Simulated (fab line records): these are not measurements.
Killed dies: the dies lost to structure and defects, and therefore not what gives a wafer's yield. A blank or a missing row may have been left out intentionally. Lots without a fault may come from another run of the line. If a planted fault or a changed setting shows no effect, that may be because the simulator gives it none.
A single fault, viewed from 3 desks | flow n5-finfet | each desk holds nothing but its own numbers, with what lay behind them at the end

METROLOGY DESK
Lot by lot, what the gauges showed, no matter which tool ran the lot: averages of those sampled wafers that carry a number. If a lot's mean is further than 4 standard deviations from the usual mean, the lot is out of limits and carries the mark OUT (the distance appears in the brackets).
Columns: A = cd-nm at N5_SD_EPI_N_CD_MEAS_09, usual 119.4 nm; B = SD_N_BLK_OVL at N5_SD_EPI_N_OVL_MEAS_10, usual 0.4 nm
lot  | first seen here | A     | B
L576 | day 4 08:12     | 119.2 | 1.6
L579 | day 5 10:04     | 119.3 | 0.0
L582 | day 5 20:37     | 121.6 | 0.4
L583 | day 6 04:15     | 120.9 | 0.3
L590 | day 8 02:31     | 119.0 | 0.6
L593 | day 8 12:51     | 119.2 | 0.7
This desk's finding: nothing out of limits on any of the 6 lots.

FOR THE TOOL OWNER'S DESK: rie-si-02
The tool's own readings at N5_SD_EPI_N_SD_RECESS_17 (chemistry HBr/Cl2/O2, target depth 41 nm, time 23.7 s, bt time 3 s): means of the sampled wafers that have a number, for each lot that ran on this tool. If a lot's mean is further than 4 standard deviations from the usual mean, the lot is out of limits and carries the mark OUT (the distance appears in the brackets).
Columns: A = drypump-motor-current-A at N5_SD_EPI_N_SD_RECESS_17, usual 5.9 A; B = oes-product-au at N5_SD_EPI_N_SD_RECESS_17, usual 0.997 a.u.; C = throttle-valve-pct at N5_SD_EPI_N_SD_RECESS_17, usual 37.1 %
lot  | first seen here | A   | B     | C
L579 | day 5 11:35     | 6.4 | 0.995 | 37.0
L582 | day 5 21:23     | 6.2 | 0.994 | 37.2
L583 | day 6 05:20     | 6.2 | 1.016 | 36.9
This desk's finding: nothing out of limits on any of the 3 lots.

THE DEFECT DESK
Lot by lot, what the route's inspections counted, given as the mean of those sampled wafers with a number. If a lot's mean is further than 4 standard deviations from the usual mean, the lot is out of limits and carries the mark OUT (the distance appears in the brackets).
Columns: A = raw-defect-count at N5_SD_EPI_N_INSPECT_11, usual 2.0
lot  | first seen here | A
L576 | day 4 08:15     | 2.0
L579 | day 5 10:08     | 2.0
L582 | day 5 20:40     | 1.7
L583 | day 6 04:19     | 3.0
L590 | day 8 02:37     | 0.7
L593 | day 8 12:54     | 1.3
This desk's finding: nothing out of limits on any of the 6 lots.

ALL TOGETHER
Nothing out of limits was seen by the metrology desk.
The desk of the tool owner found nothing out of limits.
The defect desk saw nothing out of limits.

WHAT THE SIMULATOR HAD INSERTED
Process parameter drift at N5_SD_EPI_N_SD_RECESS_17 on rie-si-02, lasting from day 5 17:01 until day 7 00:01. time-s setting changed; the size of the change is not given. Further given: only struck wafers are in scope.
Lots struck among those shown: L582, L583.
